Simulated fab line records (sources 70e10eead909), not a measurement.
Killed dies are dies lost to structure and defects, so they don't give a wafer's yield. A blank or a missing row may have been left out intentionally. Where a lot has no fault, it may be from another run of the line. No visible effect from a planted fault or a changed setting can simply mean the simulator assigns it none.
Matching of chambers | flow nand harc | NHARC_P_GATE_ETCH_32 on rie si-06 has 4 sister chambers
The step etches the open film in HBr/Cl2, target depth 150 nm, time 100.1 s. 16 wafers are shown with their chamber, then 8 later ones without.

## WAFERS PAIRED WITH THEIR CHAMBERS
wafer  | chamber | drypump motor current A (A) | throttle valve pct (%) | oes product au (a.u.)
L077.1 | 0       | 5.3                         | 26.391                 | 1.011
L077.2 | 3       | 6.2                         | 26.398                 | 0.998
L077.6 | 3       | 6.2                         | 26.396                 | 0.998
L078.2 | 2       | 6.0                         | 26.406                 | 1.008
L078.4 | 1       | 5.3                         | 26.409                 | 1.012
L078.5 | 2       | 6.0                         | 26.407                 | 0.998
L081.3 | 1       | 5.3                         | 26.402                 | 0.999
L081.4 | 2       | 6.0                         | 26.404                 | 1.003
L081.5 | 2       | 6.0                         | 26.405                 | 0.998
L083.1 | 2       | 6.1                         | 26.398                 | 1.009
L083.4 | 1       | 5.3                         | 26.405                 | 1.018
L083.5 | 2       | 6.0                         | 26.394                 | 1.019
L088.4 | 3       | 6.2                         | 26.390                 | 1.017
L088.5 | 3       | 6.2                         | 26.404                 | 1.005
L088.6 | 0       | 5.3                         | 26.403                 | 0.991
L091.2 | 2       | 6.0                         | 26.402                 | 1.013

SIGNATURES, as means of the wafers listed above
reading                 | chamber 0 | chamber 1 | chamber 2 | chamber 3 | scatter within a chamber
drypump motor current A | 5.300     | 5.300     | 6.014     | 6.200     | 0.0267
throttle valve pct      | 26.39700  | 26.40533  | 26.40229  | 26.39700  | 0.00524
oes product au          | 1.00100   | 1.00967   | 1.00686   | 1.00450   | 0.00909
Rule: a wafer lies at a distance from a chamber equal to the root of the sum of squares, over the readings, of (its reading less the chamber's mean, divided by the reading's scatter). If the next closest chamber is less than 2 further off than the closest, the wafer can't be placed; otherwise it belongs to the closest. The scatter is the square root of a quotient: the sum, over the shown wafers, of each reading's squared deviation from its chamber's mean, divided by wafers minus chambers.

## WAFERS WITHOUT THEIR CHAMBER
wafer  | drypump motor current A (A) | throttle valve pct (%) | oes product au (a.u.)
L091.3 | 5.3                         | 26.407                 | 1.002
L091.5 | 5.3                         | 26.403                 | 1.002
L092.3 | 6.0                         | 26.416                 | 1.006
L092.5 | 5.3                         | 26.400                 | 1.003
L092.6 | 5.3                         | 26.415                 | 0.987
L095.3 | 5.3                         | 26.397                 | 1.012
L095.5 | 5.3                         | 26.426                 | 1.008
L095.6 | 5.3                         | 26.412                 | 1.006

## WHICH CHAMBER EACH ONE RAN IN
wafer  | from the rows above     | in truth
L091.3 | can't be placed: 1 or 0 | 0
L091.5 | can't be placed: 1 or 0 | 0
L092.3 | 2                       | 2
L092.5 | can't be placed: 0 or 1 | 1
L092.6 | can't be placed: 1 or 0 | 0
L095.3 | can't be placed: 0 or 1 | 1
L095.5 | can't be placed: 1 or 0 | 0
L095.6 | can't be placed: 1 or 0 | 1
Correctly placed: 1 of 8. Can't be placed from these rows: 7 (the true chamber is among the candidates in 7). 0 placed wrongly.
